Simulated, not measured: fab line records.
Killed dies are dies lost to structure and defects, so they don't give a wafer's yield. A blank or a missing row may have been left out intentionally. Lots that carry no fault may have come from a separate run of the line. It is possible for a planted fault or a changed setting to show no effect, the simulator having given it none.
Which tool is to blame? :: flow nand-harc :: 13 lots, 39 wafers sampled, at 5 steps of a route of 1302

== WHAT EACH GAUGE READ, for each wafer ==
NHARC_A_DECK1_JOINT_THK_MEAS_17: measures by ellipsometry.
lot: L468
measured: day 12 09:55
on: film-metro-02
thk-nm (nm): 43.0 45.0 46.9

lot: L470
measured: day 13 06:14
on: film-metro-02
thk-nm (nm): 45.2 45.6 45.9

lot: L471
measured: day 13 12:03
on: film-metro-01
thk-nm (nm): 45.4 45.0 42.9

lot: L474
measured: day 14 18:32
on: film-metro-02
thk-nm (nm): 44.9 45.0 44.5

lot: L475
measured: day 14 18:32
on: film-metro-01
thk-nm (nm): 42.8 43.5 45.7

lot: L476
measured: day 15 17:45
on: film-metro-01
thk-nm (nm): 45.2 45.2 44.0

lot: L481
measured: day 18 08:55
on: film-metro-01
thk-nm (nm): 47.0 44.5 48.6

lot: L482
measured: day 18 11:27
on: film-metro-02
thk-nm (nm): 49.1 43.8 45.2

lot: L486
measured: day 20 02:35
on: film-metro-01
thk-nm (nm): 45.0 45.1 45.1

lot: L487
measured: day 20 23:28
on: film-metro-02
thk-nm (nm): 44.4 46.6 45.7

lot: L489
measured: day 21 02:44
on: film-metro-01
thk-nm (nm): 45.1 44.9 45.5

lot: L490
measured: day 21 15:49
on: film-metro-01
thk-nm (nm): 46.0 44.4 46.6

lot: L491
measured: day 22 06:14
on: film-metro-02
thk-nm (nm): 45.0 45.2 45.9

NHARC_A_DECK1_JOINT_INSPECT_05.
lot: L468
measured: day 12 09:57
on: defect-inspect-01
raw-defect-count: 312 286 327

lot: L470
measured: day 13 06:16
on: defect-inspect-02
raw-defect-count: 148 208 172

lot: L471
measured: day 13 12:05
on: defect-inspect-02
raw-defect-count: 415 311 454

lot: L474
measured: day 14 18:34
on: defect-inspect-02
raw-defect-count: 506 174 212

lot: L475
measured: day 14 18:34
on: defect-inspect-01
raw-defect-count: 393 387 336

lot: L476
measured: day 15 17:47
on: defect-inspect-01
raw-defect-count: 309 227 479

lot: L481
measured: day 18 08:58
on: defect-inspect-01
raw-defect-count: 314 333 315

lot: L482
measured: day 18 11:29
on: defect-inspect-01
raw-defect-count: 390 500 462

lot: L486
measured: day 20 02:37
on: defect-inspect-02
raw-defect-count: 290 324 312

lot: L487
measured: day 20 23:31
on: defect-inspect-02
raw-defect-count: 399 528 244

lot: L489
measured: day 21 02:46
on: defect-inspect-02
raw-defect-count: 194 185 220

lot: L490
measured: day 21 15:51
on: defect-inspect-01
raw-defect-count: 340 256 252

lot: L491
measured: day 22 06:16
on: defect-inspect-01
raw-defect-count: 164 164 218

NHARC_A_ONON_D2_THK_MEAS_05: measures by ellipsometry.
lot: L468
measured: day 12 11:12
on: film-metro-02
thk-nm (nm): 991 991 993

lot: L470
measured: day 13 07:25
on: film-metro-02
thk-nm (nm): 997 997 998

lot: L471
measured: day 13 13:13
on: film-metro-02
thk-nm (nm): 1001 1005 1002

lot: L474
measured: day 14 19:42
on: film-metro-01
thk-nm (nm): 985 987 985

lot: L475
measured: day 14 19:43
on: film-metro-02
thk-nm (nm): 990 991 990

lot: L476
measured: day 15 18:56
on: film-metro-01
thk-nm (nm): 1003 1005 1003

lot: L481
measured: day 18 10:07
on: film-metro-02
thk-nm (nm): 1014 1014 1014

lot: L482
measured: day 18 12:38
on: film-metro-02
thk-nm (nm): 1011 1008 1009

lot: L486
measured: day 20 03:46
on: film-metro-02
thk-nm (nm): 996 995 994

lot: L487
measured: day 21 00:39
on: film-metro-01
thk-nm (nm): 1003 1001 1003

lot: L489
measured: day 21 03:55
on: film-metro-02
thk-nm (nm): 991 991 991

lot: L490
measured: day 21 17:17
on: film-metro-01
thk-nm (nm): 1006 1009 1008

lot: L491
measured: day 22 07:25
on: film-metro-02
thk-nm (nm): 982 984 981

== EACH LOT AND THE TOOL THAT RAN IT (in order: tool; ch and the chambers of the sampled wafers; start) ==
lot: L468
NHARC_A_DECK1_JOINT_CMP_02: cmp-03 ch 1,2, day 12 09:08
NHARC_A_DECK1_JOINT_DEP_16: pecvd-02 ch 0,2, day 12 09:37

lot: L470
NHARC_A_DECK1_JOINT_CMP_02: cmp-03 ch 1,2,3, day 13 05:35
NHARC_A_DECK1_JOINT_DEP_16: pecvd-04 ch 1,2, day 13 05:58

lot: L471
NHARC_A_DECK1_JOINT_CMP_02: cmp-04 ch 0,2,3, day 13 11:23
NHARC_A_DECK1_JOINT_DEP_16: pecvd-04 ch 0,1,2, day 13 11:46

lot: L474
NHARC_A_DECK1_JOINT_CMP_02: cmp-04 ch 1,2,3, day 14 17:52
NHARC_A_DECK1_JOINT_DEP_16: pecvd-02 ch 1,2, day 14 18:15

lot: L475
NHARC_A_DECK1_JOINT_CMP_02: cmp-03 ch 1,2,3, day 14 17:52
NHARC_A_DECK1_JOINT_DEP_16: pecvd-01 ch 0,2, day 14 18:15

lot: L476
NHARC_A_DECK1_JOINT_CMP_02: cmp-01 ch 0,1,2, day 15 17:05
NHARC_A_DECK1_JOINT_DEP_16: pecvd-02 ch 0,2, day 15 17:28

lot: L481
NHARC_A_DECK1_JOINT_CMP_02: cmp-04 ch 0,1, day 18 08:14
NHARC_A_DECK1_JOINT_DEP_16: pecvd-04 ch 0,2, day 18 08:40

lot: L482
NHARC_A_DECK1_JOINT_CMP_02: cmp-04 ch 1,2,3, day 18 10:50
NHARC_A_DECK1_JOINT_DEP_16: pecvd-04 ch 0,1, day 18 11:10

lot: L486
NHARC_A_DECK1_JOINT_CMP_02: cmp-01 ch 0,2,3, day 20 01:53
NHARC_A_DECK1_JOINT_DEP_16: pecvd-02 ch 0,1, day 20 02:18

lot: L487
NHARC_A_DECK1_JOINT_CMP_02: cmp-01 ch 0,2,3, day 20 22:49
NHARC_A_DECK1_JOINT_DEP_16: pecvd-02 ch 1,2, day 20 23:11

lot: L489
NHARC_A_DECK1_JOINT_CMP_02: cmp-04 ch 1,2, day 21 02:04
NHARC_A_DECK1_JOINT_DEP_16: pecvd-01 ch 1,2, day 21 02:29

lot: L490
NHARC_A_DECK1_JOINT_CMP_02: cmp-04 ch 1,2,3, day 21 15:08
NHARC_A_DECK1_JOINT_DEP_16: pecvd-02 ch 0,1,2, day 21 15:32

lot: L491
NHARC_A_DECK1_JOINT_CMP_02: cmp-03 ch 0,2, day 22 05:34
NHARC_A_DECK1_JOINT_DEP_16: pecvd-01 ch 0,1,2, day 22 05:57
- NHARC_A_DECK1_JOINT_CMP_02: polishes SiOx.
- NHARC_A_DECK1_JOINT_DEP_16: deposits SiO2, target thk 45 nm.

== AS READ BY THE TOOLS THEMSELVES (means over the sampled wafers that have a number; for cases with no such wafer, the mark the record gives instead) ==
NHARC_A_DECK1_JOINT_CMP_02.
lot: L468
tool: cmp-03
motor-current-A (A): 11.0

lot: L470
tool: cmp-03
motor-current-A (A): 10.9

lot: L471
tool: cmp-04
motor-current-A (A): 12.6

lot: L474
tool: cmp-04
motor-current-A (A): 12.1

lot: L475
tool: cmp-03
motor-current-A (A): 10.8

lot: L476
tool: cmp-01
motor-current-A (A): 11.5

lot: L481
tool: cmp-04
motor-current-A (A): 12.4

lot: L482
tool: cmp-04
motor-current-A (A): 12.1

lot: L486
tool: cmp-01
motor-current-A (A): 11.7

lot: L487
tool: cmp-01
motor-current-A (A): 11.6

lot: L489
tool: cmp-04
motor-current-A (A): 12.5

lot: L490
tool: cmp-04
motor-current-A (A): 12.2

lot: L491
tool: cmp-03
motor-current-A (A): 11.3

NHARC_A_DECK1_JOINT_DEP_16.
lot: L468
tool: pecvd-02
heater-power-w (W): 653
rf-fwd-power-W (W): 896.2
showerhead-vpp-V (V): 1985
throttle-valve-pct (%): 16.2

lot: L470
tool: pecvd-04
heater-power-w (W): 594
rf-fwd-power-W (W): 894.2
showerhead-vpp-V (V): 1921
throttle-valve-pct (%): 16.3

lot: L471
tool: pecvd-04
heater-power-w (W): 534
rf-fwd-power-W (W): 894.2
showerhead-vpp-V (V): 1876
throttle-valve-pct (%): 16.3

lot: L474
tool: pecvd-02
heater-power-w (W): 587
rf-fwd-power-W (W): 896.5
showerhead-vpp-V (V): 2002
throttle-valve-pct (%): 16.5

lot: L475
tool: pecvd-01
heater-power-w (W): 644
rf-fwd-power-W (W): 895.5
showerhead-vpp-V (V): 1870
throttle-valve-pct (%): 15.0

lot: L476
tool: pecvd-02
heater-power-w (W): 652
rf-fwd-power-W (W): 894.9
showerhead-vpp-V (V): 1994
throttle-valve-pct (%): 16.5

lot: L481
tool: pecvd-04
heater-power-w (W): 464
rf-fwd-power-W (W): 1016.6
showerhead-vpp-V (V): 2050
throttle-valve-pct (%): 16.6

lot: L482
tool: pecvd-04
heater-power-w (W): 452
rf-fwd-power-W (W): 1017.8
showerhead-vpp-V (V): 1954
throttle-valve-pct (%): 16.1

lot: L486
tool: pecvd-02
heater-power-w (W): 655
rf-fwd-power-W (W): 899.8
showerhead-vpp-V (V): 1988
throttle-valve-pct (%): 15.6

lot: L487
tool: pecvd-02
heater-power-w (W): 659
rf-fwd-power-W (W): 895.6
showerhead-vpp-V (V): 1982
throttle-valve-pct (%): 16.3

lot: L489
tool: pecvd-01
heater-power-w (W): 561
rf-fwd-power-W (W): 896.4
showerhead-vpp-V (V): 1772
throttle-valve-pct (%): 14.8

lot: L490
tool: pecvd-02
heater-power-w (W): 600
rf-fwd-power-W (W): 899.5
showerhead-vpp-V (V): 1985
throttle-valve-pct (%): 16.2

lot: L491
tool: pecvd-01
heater-power-w (W): 564
rf-fwd-power-W (W): 896.6
showerhead-vpp-V (V): 1863
throttle-valve-pct (%): 15.0

== THE ANSWER, worked out from the rows above alone ==
Rule: usual is defined by the lots themselves. The widest of any qualifying gaps counts: lots, ordered by their means at a reading, are off when they make up no more than a third of the lots, leave a main group of 4 or more, and stand apart from it by 3 or more times the standard deviation of that group's means. A main group is skipped when, at the precision printed for the reading in the tables above, its means are all equal. A lot without any number at a reading at which 4 lots or more have one is off too. Where the step has rows for the other lots, those lots are counted as sound. The gauges are gone through in route order, then the tools' own readings, and for those a lot's mean is taken as printed above. The first step at which some lot is off is used, and at that step the reading that is off furthest; a lot without a number counts as furthest.
Off: L481, L482, at NHARC_A_DECK1_JOINT_DEP_16 (rf-fwd-power-W). The main group: mean 896.3 W, standard deviation 1.8.
A tool fits if, at that step or a process step before it, it ran every lot that is off, and no sound lot after the first of them. One fits: pecvd-04 at NHARC_A_DECK1_JOINT_DEP_16. Its last sound lot is L471 (day 13 11:46), its first lot that is off L481 (day 18 08:40): a fault that began between those two fits.
On the lots that are off, the tool's own readings at NHARC_A_DECK1_JOINT_DEP_16 differ by more than 5 times the standard deviation of the sound lots' means, which bears it out; rf-fwd-power-W reads 1017.2 W there versus 896.3 W on the sound lots.

== WHAT THE SIMULATOR HAD INSERTED ==
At NHARC_A_DECK1_JOINT_DEP_16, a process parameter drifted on pecvd-04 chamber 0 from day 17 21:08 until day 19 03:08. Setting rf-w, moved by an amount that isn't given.
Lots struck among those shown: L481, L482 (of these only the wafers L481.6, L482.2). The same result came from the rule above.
